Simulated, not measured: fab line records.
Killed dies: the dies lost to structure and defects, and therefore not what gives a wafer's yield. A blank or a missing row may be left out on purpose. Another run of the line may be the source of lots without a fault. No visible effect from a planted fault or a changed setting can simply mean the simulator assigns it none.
Chamber matching ; flow n5_finfet ; N5_GATE_CUT_ETCH_58 on rie_diel-05: 4 sister chambers
The step etches SiNx in CH3F/O2, target depth 17 nm, time 128.6 s. 14 wafers are shown with their chamber, then 6 later ones without.

## WAFERS WITH THEIR CHAMBER
wafer;chamber;showerhead_plenum_p_Torr (Torr);throttle_valve_pct (%);oes_product_au (a.u.)
L166.3;2;2.04;16.40;0.68
L166.4;1;2.07;16.16;0.93
L166.5;0;2.09;16.24;0.74
L179.1;2;2.03;15.94;0.94
L179.2;0;2.08;16.30;0.72
L179.3;1;2.06;16.19;0.88
L182.3;0;2.08;16.29;0.72
L182.5;0;2.08;16.30;0.72
L183.1;1;2.06;16.22;0.86
L183.3;0;2.08;16.31;0.72
L183.5;3;2.07;15.79;0.90
L184.2;2;2.03;15.96;0.91
L184.4;1;2.05;16.21;0.86
L184.5;1;2.05;16.22;0.86

SIGNATURES (means of the wafers above)
reading;chamber 0;chamber 1;chamber 2;chamber 3;scatter within a chamber
showerhead_plenum_p_Torr;2.0820;2.0580;2.0333;2.0700;0.00653
throttle_valve_pct;16.2880;16.2000;16.1000;15.7900;0.119
oes_product_au;0.7240;0.8780;0.8433;0.9000;0.0667
Rule: a wafer lies at a distance from a chamber equal to the root of the sum of squares, over the readings, of (its reading less the chamber's mean, divided by the reading's scatter). The wafer belongs to the nearest chamber; if the next one is less than 2 further off, it can't be placed. The scatter: the root of (the sum of the squares of (reading less its chamber's mean) over the shown wafers, divided by (wafers less chambers)).

## WAFERS WHOSE CHAMBER IS MISSING
wafer;showerhead_plenum_p_Torr (Torr);throttle_valve_pct (%);oes_product_au (a.u.)
L187.1;2.07;15.82;0.89
L187.2;2.07;16.32;0.71
L187.4;2.05;16.22;0.86
L189.2;2.07;15.82;0.87
L189.5;2.02;15.97;0.88
L189.6;2.07;15.83;0.87

## WHICH CHAMBER EACH WENT THROUGH
wafer;from the rows above;in truth
L187.1;3;3
L187.2;can't be placed: 0 or 1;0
L187.4;can't be placed: 1 or 2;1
L189.2;3;3
L189.5;2;2
L189.6;3;3
Placed correctly: 4 of 6. Not placeable from these rows: 2 (in 2, the candidates include the true chamber). 0 placed wrongly.
